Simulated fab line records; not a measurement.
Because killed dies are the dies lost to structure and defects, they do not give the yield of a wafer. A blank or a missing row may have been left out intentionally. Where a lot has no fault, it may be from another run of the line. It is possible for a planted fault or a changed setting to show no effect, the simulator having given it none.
fab line records    flow n5-finfet    part 1 of 2: steps 1 to 3 of 6
record: lots: 23  wafers: 69  last-day: 18
route steps=1938 shown BEOL_M4@1037
lots that met no fault: from a run of the same line without faults
start-h: hours from the record's opening day to when the first of the lot's shown wafers began    wait-h: time in hours since the lot's previous step    " as in the row above    L1.1+2: a single row standing in for several wafers    - no value, or no start given    * or withheld: withheld    < > ~ a bound
route shown NAME@n: a module of which the file shows steps, and the number in the route of the first    usual: average and standard deviation across the fault-free wafers    same: alike in all rows    chamber/n: place in a boat    sites: the reading at each site    _std_site: standard deviation across them    _edge_site: outer sites' mean less inner sites'    radius-mm: how far each site lies from the wafer's centre    mask NAME#n: copy n    behind: the tool/chamber that last shaped the wafer    hold: why the lot went on hold/how many hours it stayed there/how the hold came to an end    device: names the non-switching transistor (n, p or np)    end of line: at the end of the route, the tests of the same wafers    where a step has no rows: the recipe by itself    killed: the dies lost at the first sort to structure and to defects; this is not the yield of the wafer    map: per-die view of a wafer (x killed, . not killed, _ where there is no die)
set.NAME: the setting that was run; set.NAME@STEP: the one run at that earlier step    model.NAME: the simulator's own value behind a step, which no gauge read
the route's steps for a sample of lots (tables are steps, rows are wafers)
services: from which hour (start-h, from the record's first day; less than 0 if before it) a tool's chamber was out of use, for how many hours, and why
== steps ==
step: N5_BEOL_M4_DESCUM_16
recipe: chemistry: O2  time-s: 7  source-power-w: 50  bias-power-w: 20  pressure-mtorr: 20  rf-frequency-hz: 2.712e+07  temp-c: 40  resist: CAR-EUV  o2-flow-sccm: 225
usual: drypump-motor-current-A: 5.7/0.48  oes-product-au: 0.79/0.099  rf-vpp-V: 243.7/1.5  showerhead-plenum-p-Torr: 2.12/0.079  temp-c: 40.00/0.12  throttle-valve-pct: 20.42/0.27
lot.wafer  tool         chamber  start-h  wait-h  drypump-motor-current-A  oes-product-au  rf-hours-counter-h  rf-vpp-V  showerhead-plenum-p-Torr  temp-c  throttle-valve-pct
L074.3     rie-diel-06  3        158.36   0.0     5.7                      0.90            27                  245.3     2.22                      39.97   20.22
L074.4     "            0        "        "       5.8                      0.70            225                 243.1     2.07                      39.87   20.87
L074.5     "            1        "        "       5.9                      0.67            -                   242.1     1.96                      40.03   20.91
L075.1     rie-diel-06  0        160.12   0.0     5.8                      0.68            226                 243.0     2.07                      39.94   20.87
L075.3     "            3        "        "       5.7                      0.90            28                  245.2     2.22                      39.98   20.21
L075.6     "            0        "        "       5.8                      0.70            -                   241.9     2.07                      39.90   20.85
L076.1     rie-diel-05  2        174.72   0.0     5.5                      0.92            10                  244.9     2.23                      39.96   20.25
L076.3     "            1        "        "       5.2                      0.83            76                  242.3     2.12                      39.85   20.69
L076.4     "            0        "        "       5.9                      0.92            24                  242.8     2.04                      39.83   19.99
L079.1     rie-diel-06  0        183.10   0.0     5.8                      0.67            235                 243.1     2.07                      39.86   20.88
L079.4     "            2        "        "       5.1                      0.72            185                 241.7     2.01                      40.27   20.85
L079.6     "            2        "        "       5.1                      0.72            -                   242.6     2.01                      40.03   20.83
L077.1     rie-diel-05  3        183.38   0.1     4.9                      0.69            198                 245.3     2.15                      40.02   20.40
L077.3     "            2        "        "       5.5                      0.92            12                  246.5     2.23                      40.05   20.24
L077.6     "            0        "        "       5.9                      0.90            -                   243.8     2.04                      39.92   19.99
L078.1     rie-diel-02  0        189.65   0.1     6.4                      0.74            178                 244.1     2.09                      39.89   20.23
L078.4     "            2        "        "       5.9                      0.73            194                 244.3     2.17                      40.13   20.42
L078.5     "            3        "        "       5.8                      0.67            -                   242.9     2.06                      40.09   20.47
L080.1     rie-diel-05  3        194.85   0.4     4.8                      0.69            203                 244.3     2.15                      40.03   20.39
L080.3     "            1        "        "       5.2                      0.82            83                  245.1     2.12                      40.11   20.73
L080.5     "            1        "        "       5.2                      0.81            -                   244.9     2.12                      40.10   20.69
L081.1     rie-diel-02  0        202.11   0.0     6.4                      0.74            182                 241.3     2.08                      40.01   20.23
L081.2     "            1        "        "       6.6                      0.81            88                  245.2     2.21                      40.00   20.19
L081.5     "            1        "        "       6.6                      0.81            -                   243.7     2.21                      40.04   20.20
L082.1     rie-diel-06  3        212.44   0.0     5.7                      0.87            50                  245.6     2.21                      40.04   20.24
L082.5     "            2        "        "       5.1                      0.71            -                   242.9     2.00                      39.90   20.86
L082.6     "            3        "        "       5.7                      0.87            -                   245.7     2.21                      40.04   20.23
L083.4     rie-diel-06  0        226.73   0.0     5.8                      0.68            245                 244.3     2.07                      39.93   20.88
L083.5     "            0        "        "       5.8                      0.68            -                   241.1     2.07                      40.11   20.89
L083.6     "            1        "        "       5.9                      0.94            -                   245.5     2.22                      39.98   20.57
L084.2     rie-diel-05  0        231.52   0.2     5.9                      0.88            43                  242.9     2.04                      39.96   20.04
L084.4     "            1        "        "       5.2                      0.82            95                  243.4     2.11                      39.94   20.70
L084.5     "            3        "        "       4.9                      0.68            -                   242.5     2.15                      39.94   20.42
L085.2     rie-diel-05  1        236.58   0.5     5.2                      0.80            98                  243.4     2.11                      39.85   20.73
L085.4     "            2        "        "       5.5                      0.88            31                  246.1     2.23                      39.92   20.28
L085.6     "            2        "        "       5.6                      0.87            -                   245.5     2.23                      40.02   20.28
L086.1     rie-diel-06  2        236.65   0.4     5.1                      0.70            207                 241.9     2.00                      39.96   20.87
L086.2     "            3        "        "       5.7                      0.86            58                  243.0     2.21                      39.84   20.25
L086.3     "            1        "        "       5.9                      0.93            21                  243.8     2.22                      40.00   20.58
L088.1     rie-diel-02  1        244.34   0.3     6.6                      0.79            104                 245.7     2.21                      39.98   20.23
L088.4     "            2        "        "       5.9                      0.70            218                 245.8     2.16                      40.03   20.46
L088.6     "            0        "        "       6.4                      0.72            -                   243.0     2.08                      40.05   20.25
L090.3     rie-diel-06  1        255.43   0.0     5.9                      0.92            29                  245.7     2.21                      40.04   20.59
L090.4     "            3        "        "       5.7                      0.84            -                   244.0     2.20                      39.99   20.27
L090.5     "            2        "        "       5.1                      0.70            -                   240.4     2.00                      40.27   20.89
L089.2     rie-diel-02  1        255.63   0.0     6.6                      0.79            107                 244.5     2.20                      39.86   20.22
L089.3     "            3        "        "       5.8                      0.96            6                   242.3     2.05                      39.87   20.12
L089.5     "            2        "        "       5.9                      0.69            -                   245.6     2.16                      39.95   20.45
L091.2     rie-diel-02  3        269.45   0.2     5.7                      0.94            11                  242.5     2.05                      40.01   20.11
L091.4     "            2        "        "       5.9                      0.69            225                 244.4     2.16                      40.00   20.47
L091.6     "            2        "        "       5.9                      0.70            -                   244.1     2.16                      40.04   20.45
L092.2     rie-diel-05  2        270.50   0.1     5.5                      0.85            43                  245.7     2.22                      40.14   20.30
L092.3     "            0        "        "       5.9                      0.86            58                  243.0     2.03                      40.12   20.06
L092.5     "            2        "        "       5.5                      0.85            -                   243.6     2.22                      40.03   20.29
L094.1     rie-diel-02  1        279.08   0.1     6.6                      0.76            115                 245.3     2.20                      40.14   20.24
L094.3     "            2        "        "       5.9                      0.70            229                 243.7     2.16                      39.80   20.47
L094.4     "            0        "        "       6.3                      0.71            210                 240.8     2.07                      40.07   20.28
L093.1     rie-diel-02  3        279.56   0.1     5.8                      0.93            15                  242.5     2.05                      40.06   20.13
L093.4     "            0        "        "       6.3                      0.71            210                 245.0     2.07                      40.19   20.29
L093.6     "            2        "        "       5.9                      0.70            -                   243.5     2.16                      40.00   20.47
L095.2     rie-diel-05  0        294.29   0.0     5.9                      0.86            66                  240.8     2.03                      39.98   20.08
L095.3     "            1        "        "       5.2                      0.79            115                 241.4     2.10                      40.12   20.75
L095.4     "            2        "        "       5.5                      0.84            52                  246.1     2.22                      40.07   20.31
L096.3     rie-diel-02  3        296.64   0.0     5.7                      0.91            20                  242.1     2.05                      39.93   20.14
L096.4     "            0        "        "       6.4                      0.70            216                 242.5     2.07                      39.85   20.29
L096.5     "            1        "        "       6.6                      0.77            -                   245.3     2.20                      40.08   20.25
L097.2     rie-diel-02  1        305.07   0.0     6.6                      0.77            123                 244.8     2.20                      39.87   20.25
L097.3     "            2        "        "       5.9                      0.69            237                 244.4     2.16                      40.00   20.48
L097.4     "            3        "        "       5.8                      0.91            23                  242.3     2.05                      39.97   20.15
step: N5_BEOL_M4_CD_MEAS_18
recipe: pitch-nm: 36  target-cd-nm: 18
usual: cd-nm: 18.00/0.3
lot.wafer  tool       chamber  start-h  wait-h  cd-nm
L074.3     cd-sem-02  -        158.98   0.1     17.97
L074.4     "          -        "        "       18.12
L074.5     "          -        "        "       18.07
L075.1     cd-sem-03  -        160.76   0.0     17.41
L075.3     "          -        "        "       17.87
L075.6     "          -        "        "       17.87
L076.1     cd-sem-03  -        175.16   0.1     18.22
L076.3     "          -        "        "       17.93
L076.4     "          -        "        "       18.15
L079.1     cd-sem-02  -        183.59   0.0     17.80
L079.4     "          -        "        "       18.50
L079.6     "          -        "        "       18.26
L077.1     cd-sem-02  -        183.82   0.0     17.92
L077.3     "          -        "        "       17.86
L077.6     "          -        "        "       17.93
L078.1     cd-sem-01  -        190.08   0.0     18.03
L078.4     "          -        "        "       18.26
L078.5     "          -        "        "       18.44
L080.1     cd-sem-03  -        195.32   0.0     18.45
L080.3     "          -        "        "       18.06
L080.5     "          -        "        "       18.14
L081.1     cd-sem-01  -        202.55   0.0     17.63
L081.2     "          -        "        "       18.18
L081.5     "          -        "        "       18.52
L082.1     cd-sem-01  -        212.91   0.0     17.73
L082.5     "          -        "        "       17.77
L082.6     "          -        "        "       17.77
L083.4     cd-sem-03  -        227.17   0.1     18.30
L083.5     "          -        "        "       17.84
L083.6     "          -        "        "       18.28
L084.2     cd-sem-01  -        232.01   0.1     17.93
L084.4     "          -        "        "       17.62
L084.5     "          -        "        "       17.83
L085.2     cd-sem-03  -        237.14   0.1     18.35
L085.4     "          -        "        "       18.42
L085.6     "          -        "        "       18.15
L086.1     cd-sem-02  -        237.18   0.0     18.18
L086.2     "          -        "        "       17.42
L086.3     "          -        "        "       17.78
L088.1     cd-sem-02  -        245.09   0.0     17.59
L088.4     "          -        "        "       17.67
L088.6     "          -        "        "       17.63
L090.3     cd-sem-02  -        255.91   0.1     17.96
L090.4     "          -        "        "       18.05
L090.5     "          -        "        "       17.76
L089.2     cd-sem-03  -        256.46   0.1     18.01
L089.3     "          -        "        "       18.41
L089.5     "          -        "        "       17.73
L091.2     cd-sem-01  -        269.99   0.1     18.05
L091.4     "          -        "        "       18.38
L091.6     "          -        "        "       17.41
L092.2     cd-sem-02  -        270.95   0.1     17.71
L092.3     "          -        "        "       18.10
L092.5     "          -        "        "       17.86
L094.1     cd-sem-01  -        279.54   0.0     18.02
L094.3     "          -        "        "       18.02
L094.4     "          -        "        "       18.17
L093.1     cd-sem-03  -        280.19   0.0     18.48
L093.4     "          -        "        "       18.30
L093.6     "          -        "        "       18.40
L095.2     cd-sem-02  -        294.72   0.1     18.00
L095.3     "          -        "        "       17.81
L095.4     "          -        "        "       17.88
L096.3     cd-sem-02  -        297.08   0.1     18.33
L096.4     "          -        "        "       17.63
L096.5     "          -        "        "       17.16
L097.2     cd-sem-02  -        305.59   0.1     17.96
L097.3     "          -        "        "       17.89
L097.4     "          -        "        "       17.91
step: N5_BEOL_M4_DESCUM_33
recipe: chemistry: O2  time-s: 7  source-power-w: 50  bias-power-w: 20  pressure-mtorr: 20  rf-frequency-hz: 2.712e+07  temp-c: 40  resist: CAR-EUV  o2-flow-sccm: 225
usual: drypump-motor-current-A: 5.8/0.47  oes-product-au: 0.79/0.095  rf-vpp-V: 243.7/1.5  showerhead-plenum-p-Torr: 2.13/0.075  temp-c: 40.01/0.12  throttle-valve-pct: 20.42/0.25
lot.wafer  tool         chamber  start-h  wait-h  drypump-motor-current-A  oes-product-au  rf-hours-counter-h  rf-vpp-V  showerhead-plenum-p-Torr  temp-c  throttle-valve-pct
L074.3     rie-diel-05  1        159.55   0.0     5.2                      0.84            71                  244.1     2.12                      40.06   20.68
L074.4     "            3        "        "       4.8                      0.70            190                 245.4     2.16                      40.05   20.39
L074.5     "            3        "        "       4.8                      0.69            -                   244.4     2.16                      40.06   20.37
L075.1     rie-diel-02  3        161.20   0.0     5.8                      0.68            227                 242.0     2.06                      40.07   20.45
L075.3     "            2        "        "       5.9                      0.73            185                 243.9     2.18                      39.80   20.40
L075.6     "            3        "        "       5.7                      0.68            -                   242.6     2.06                      39.86   20.45
L076.1     rie-diel-06  3        175.61   0.0     5.7                      0.89            34                  245.6     2.22                      40.16   20.22
L076.3     "            0        "        "       5.9                      0.69            232                 242.9     2.07                      39.99   20.87
L076.4     "            0        "        "       5.8                      0.69            -                   242.6     2.07                      40.01   20.87
L079.1     rie-diel-06  2        184.29   0.2     5.1                      0.71            186                 242.1     2.01                      40.05   20.84
L079.4     "            3        "        "       5.7                      0.88            38                  245.3     2.21                      39.98   20.22
L079.6     "            0        "        "       5.8                      0.69            -                   242.7     2.07                      39.97   20.86
L077.1     rie-diel-05  3        184.40   0.2     4.8                      0.69            198                 245.1     2.15                      40.07   20.39
L077.3     "            2        "        "       5.6                      0.92            13                  245.7     2.23                      40.12   20.25
L077.6     "            2        "        "       5.5                      0.91            -                   245.4     2.23                      40.00   20.26
L078.1     rie-diel-06  3        190.67   0.2     5.7                      0.88            40                  244.3     2.21                      39.92   20.22
L078.4     "            0        "        "       5.9                      0.68            238                 242.9     2.07                      40.00   20.87
L078.5     "            2        "        "       5.1                      0.71            -                   239.6     2.00                      40.04   20.86
L080.1     rie-diel-02  3        195.76   0.0     5.7                      0.67            241                 242.4     2.06                      40.13   20.48
L080.3     "            1        "        "       6.6                      0.81            85                  245.2     2.21                      40.05   20.19
L080.5     "            2        "        "       5.9                      0.73            -                   242.0     2.17                      39.94   20.41
L081.1     rie-diel-02  3        203.16   0.1     5.7                      0.67            243                 242.0     2.06                      40.07   20.49
L081.2     "            0        "        "       6.3                      0.73            183                 242.9     2.08                      40.05   20.24
L081.5     "            2        "        "       5.9                      0.72            -                   243.9     2.17                      40.02   20.42
L082.1     rie-diel-02  0        213.48   0.0     6.4                      0.73            186                 242.7     2.08                      39.99   20.25
L082.5     "            0        "        "       6.3                      0.72            -                   241.7     2.08                      39.88   20.23
L082.6     "            1        "        "       6.5                      0.80            -                   245.8     2.21                      39.93   20.18
L083.4     rie-diel-05  0        227.64   0.0     5.9                      0.88            42                  243.4     2.04                      39.97   20.02
L083.5     "            3        "        "       4.8                      0.67            -                   243.7     2.15                      40.08   20.44
L083.6     "            0        "        "       5.9                      0.88            -                   242.2     2.04                      40.14   20.03
L084.2     rie-diel-02  1        232.58   0.0     6.5                      0.80            99                  242.8     2.21                      40.19   20.21
L084.4     "            0        "        "       6.4                      0.73            -                   242.9     2.08                      40.09   20.26
L084.5     "            2        "        "       5.9                      0.71            -                   244.1     2.17                      40.10   20.44
L085.2     rie-diel-02  2        238.13   0.5     5.9                      0.71            216                 244.8     2.17                      40.09   20.46
L085.4     "            1        "        "       6.5                      0.78            102                 246.7     2.21                      39.80   20.20
L085.6     "            2        "        "       5.9                      0.70            -                   246.2     2.17                      40.07   20.45
L086.1     rie-diel-06  3        238.15   0.3     5.7                      0.85            59                  245.0     2.21                      40.00   20.25
L086.2     "            1        "        "       5.9                      0.93            22                  245.1     2.22                      39.93   20.57
L086.3     "            2        "        "       5.1                      0.70            208                 241.1     2.00                      39.83   20.88
L088.1     rie-diel-06  1        245.78   0.1     5.9                      0.92            24                  243.7     2.22                      40.19   20.58
L088.4     "            2        "        "       5.1                      0.70            210                 241.6     2.00                      39.85   20.88
L088.6     "            2        "        "       5.1                      0.69            -                   242.7     2.00                      40.15   20.88
L090.3     rie-diel-06  2        256.69   0.2     5.1                      0.69            216                 241.3     1.99                      40.14   20.89
L090.4     "            1        "        "       5.9                      0.92            -                   245.2     2.21                      39.94   20.58
L090.5     "            3        "        "       5.7                      0.84            -                   245.4     2.20                      39.78   20.26
L089.2     rie-diel-06  3        257.02   0.0     5.7                      0.83            67                  242.9     2.20                      40.02   20.26
L089.3     "            2        "        "       5.1                      0.70            216                 241.9     2.00                      40.12   20.88
L089.5     "            2        "        "       5.1                      0.70            -                   241.2     1.99                      40.05   20.88
L091.2     rie-diel-06  1        270.73   0.2     5.9                      0.90            37                  245.5     2.21                      39.92   20.58
L091.4     "            2        "        "       5.1                      0.69            223                 239.8     1.99                      39.89   20.91
L091.6     "            0        "        "       5.8                      0.99            -                   242.4     2.07                      40.06   20.52
L092.2     rie-diel-02  2        271.79   0.4     5.9                      0.70            226                 243.8     2.16                      39.74   20.47
L092.3     "            3        "        "       5.8                      0.95            12                  241.7     2.05                      40.06   20.14
L092.5     "            1        "        "       6.5                      0.79            -                   245.6     2.20                      39.99   20.22
L094.1     rie-diel-02  2        280.18   0.2     5.9                      0.70            229                 243.5     2.16                      40.11   20.46
L094.3     "            3        "        "       5.8                      0.93            15                  242.8     2.05                      39.85   20.13
L094.4     "            1        "        "       6.5                      0.79            115                 244.4     2.20                      39.91   20.23
L093.1     rie-diel-05  3        280.75   0.0     4.8                      0.67            233                 244.7     2.14                      39.96   20.45
L093.4     "            1        "        "       5.2                      0.79            111                 242.3     2.11                      40.11   20.75
L093.6     "            2        "        "       5.5                      0.85            -                   243.8     2.22                      39.91   20.31
L095.2     rie-diel-05  1        295.17   0.0     5.2                      0.78            116                 243.9     2.10                      39.94   20.74
L095.3     "            2        "        "       5.5                      0.85            52                  245.6     2.22                      40.09   20.31
L095.4     "            0        "        "       5.9                      0.84            66                  242.8     2.03                      39.83   20.07
L096.3     rie-diel-02  3        297.64   0.0     5.8                      0.93            20                  241.6     2.05                      40.19   20.14
L096.4     "            0        "        "       6.4                      0.71            216                 244.0     2.07                      39.93   20.28
L096.5     "            3        "        "       5.8                      0.91            -                   242.6     2.05                      40.30   20.14
L097.2     rie-diel-02  0        306.28   0.3     6.3                      0.71            220                 242.8     2.07                      39.96   20.30
L097.3     "            3        "        "       5.7                      0.92            24                  242.6     2.05                      40.12   20.13
L097.4     "            1        "        "       6.6                      0.77            124                 246.1     2.20                      39.83   20.25
